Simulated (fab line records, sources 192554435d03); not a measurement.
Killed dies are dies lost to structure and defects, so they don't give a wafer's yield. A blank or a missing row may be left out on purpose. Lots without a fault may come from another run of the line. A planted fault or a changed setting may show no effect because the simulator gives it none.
A struck lot beside a sound one | flow n5_finfet | 33 steps out of a route of 1938
Sound: wafers L680.1, L680.3, L680.5. Struck: wafers L673.1, L673.4, L673.6. The cause comes at the end.
At each step with rows: each side's tool, then ch and its chambers, then its first start. Under that, the readings that differ: sound wafers | struck wafers | difference of the means | sigmas: that difference in standard deviations of wafers without a fault.
alike: readings whose means differ by less than 2 such deviations, and words and numbers that are the same on both sides. not compared: withheld readings, readings that some wafer has no value for, bounds like >300 that may hide the same value, and numbers for which the record gives no deviation and whose values overlap.
The two part at a step that has a row with sigmas, a row that says differs or no value, or rows on one side only. Numbers that don't overlap but have no deviation are shown without sigmas and don't part them. A reading that every wafer of one side lacks parts them only if that side has two wafers or more.

first, 1 step without rows for these wafers: N5_BEOL_M9_ECD_50 (material Cu, target thk 318 nm).
N5_BEOL_M9_ANNEAL_51: time 90 s.
  sound on rtp_anneal-01 ch 0, day 14 07:04; struck on rtp_anneal-01 ch 0, day 12 00:19
  alike: anneal_temp_c_max, wafer_temp_C_max
then, 1 step without rows for these wafers: N5_BEOL_M9_CMP_52 (polishes, stops on SiCOH lowk, t overpolish 7 s, target thk 140 nm).
N5_BEOL_M9_THK_MEAS_53: measures by xrf.
  sound on film_metro-02, day 14 07:40; struck on film_metro-01, day 12 00:54
  alike: M9_THK
then, 1 step without rows for these wafers: N5_BEOL_M9_PRE_CLEAN_55 (time 15 s).
N5_BEOL_M9_DEP_56: deposits SiCN from 3MS/NH3, target thk 15 nm, time 26.5 s.
  sound on pecvd-01 ch 0,2, day 14 07:43; struck on pecvd-04 ch 1,2, day 12 00:58
  alike: chamber_pressure_Torr, rf_fwd_power_W, showerhead_plenum_p_Torr, throttle_valve_pct
N5_BEOL_M9_RS_MEAS_57: measures by four-point-probe.
  sound on film_metro-02, day 14 07:47; struck on film_metro-01, day 12 01:02
  alike: M9_RS
N5_BEOL_M9_INSPECT_58: inspects for defects (darkfield).
  sound on defect_inspect-01, day 14 07:49; struck on defect_inspect-02, day 12 01:04
  alike: raw_defect_count
N5_BEOL_M10_ILD_DEP_00: deposits SiCOH lowk from DEMS/porogen, target thk 308.51 nm, time 58 s.
  sound on pecvd-04 ch 0,1, day 14 07:52; struck on pecvd-03 ch 0,2, day 12 01:06
  alike: chamber_pressure_Torr, heater_power_outer_w, heater_power_w, showerhead_plenum_p_Torr, throttle_valve_pct
then, 1 step without rows for these wafers: N5_BEOL_M10_CURE_71 (cures SiCOH lowk, time 240 s).
N5_BEOL_M10_THK_MEAS_01:
  sound on film_metro-02, day 14 08:27; struck on film_metro-02, day 12 01:41
  alike: M10_ILD_THK
then, 1 step without rows for these wafers: N5_BEOL_M10_PECVD_70 (deposits SiO2 from TEOS/O2, target thk 20 nm, time 22.7 s).
N5_BEOL_M10_HM_DEP_02: deposits TiN, target thk 20 nm.
  sound on pvd_sputter-02, day 14 11:46; struck on pvd_sputter-02, day 12 01:55
  no value came back on the struck wafers for chamber_pressure_pa (Pa), substrate_temp_c (C), throttle_valve_pct (%); on the sound wafers chamber_pressure_pa (Pa) reads 0.4992 0.4991 0.4987
then, 8 steps without rows for these wafers: N5_BEOL_M10_COAT_59 (time 60 s, resist thk 100 nm); N5_BEOL_M10_COAT_60 (time 60 s, resist thk 30 nm); N5_BEOL_M10_COAT_05 (resist thk 90 nm); N5_BEOL_M10_EBR_07; N5_BEOL_M10_SOFTBAKE_06 (time 60 s); N5_BEOL_M10_EXPOSE_08 (exposes mask M10); N5_BEOL_M10_PEB_09 (peb time 60 s); N5_BEOL_M10_DEVELOP_10 (develop time 30 s).
N5_BEOL_M10_CD_MEAS_11: target cd 64.1 nm.
  sound on cd_sem-03 ch 0, day 14 12:16; struck on cd_sem-02 ch 0, day 12 02:17
  alike: cd_nm
N5_BEOL_M10_OVL_MEAS_12:
  sound on overlay-01 ch 0, day 14 12:17; struck on overlay-01 ch 0, day 12 02:19
  alike: M10_OVL
N5_BEOL_M10_INSPECT_13: inspects for defects (brightfield).
  sound on defect_inspect-01, day 14 12:19; struck on defect_inspect-02, day 12 02:21
  alike: raw_defect_count
then, 1 step without rows for these wafers: N5_BEOL_M10_DESCUM_16 (chemistry O2, time 7.9 s).
N5_BEOL_M10_ETCH_61: etches SiARC in CF4, target depth 39 nm, time 65 s.
  sound on rie_diel-04 ch 0,2,3, day 14 12:28; struck on rie_diel-04 ch 0,1,3, day 12 02:32
  alike: drypump_motor_current_A, etch_rf_on_time_s, oes_product_au, rf_vpp_V, showerhead_plenum_p_Torr, throttle_valve_pct
  not compared: rf_hours_counter_h
then, 3 steps without rows for these wafers: N5_BEOL_M10_ETCH_62 (etches SOC in N2/H2, target depth 110 nm, overetch 22 nm, time 165 s); N5_BEOL_M10_STRIP_68 (strips in N2/H2); N5_BEOL_M10_STRIP_67 (strips in CF4).
N5_BEOL_M10_HM_OPEN_17: chemistry Cl2/BCl3, target TiN, target depth 20 nm, overetch 6 nm.
  sound on rie_metal-01 ch 0,1, day 14 12:43; struck on rie_metal-02 ch 0, day 12 02:47
  reading                     | sound             | struck         | difference | sigmas
  drypump_motor_current_A (A) | 5.1 5.1 5.1       | 6.0 6.0 6.0    | +0.9       | +2
  oes_product_au (a.u.)       | 0.75 0.62 0.62    | 0.33 0.32 0.32 | -0.34      | -5
  model.etch.depth_nm (nm)    | 20.07 19.82 20.03 | 0 0 0          | -20        |
  alike: oes_ar_750_au, throttle_valve_pct
  not compared: rf_hours_counter_h
N5_BEOL_M10_STRIP_19: strips in O2.
  sound on rie_diel-03 ch 0,1,3, day 14 12:54; struck on rie_diel-05 ch 2,3, day 12 03:02
  alike: drypump_motor_current_A, oes_product_au, rf_vpp_V, showerhead_plenum_p_Torr, throttle_valve_pct
  not compared: rf_hours_counter_h
N5_BEOL_M10_CD_MEAS_18: pitch 140 nm, target cd 70 nm.
  sound on cd_sem-02, day 14 12:58; struck on cd_sem-01, day 12 03:07
  reading    | sound          | struck | difference                    | sigmas
  cd_nm (nm) | 71.0 69.7 69.6 | - - -  | no value on the struck wafers |
then, 1 step without rows for these wafers: N5_BEOL_M10_COAT_63 (time 60 s, resist thk 100 nm).

WHERE THEY PART
First at N5_BEOL_M10_HM_DEP_02; last, within this record, at N5_BEOL_M10_CD_MEAS_18.

WHY: what the simulator had put in
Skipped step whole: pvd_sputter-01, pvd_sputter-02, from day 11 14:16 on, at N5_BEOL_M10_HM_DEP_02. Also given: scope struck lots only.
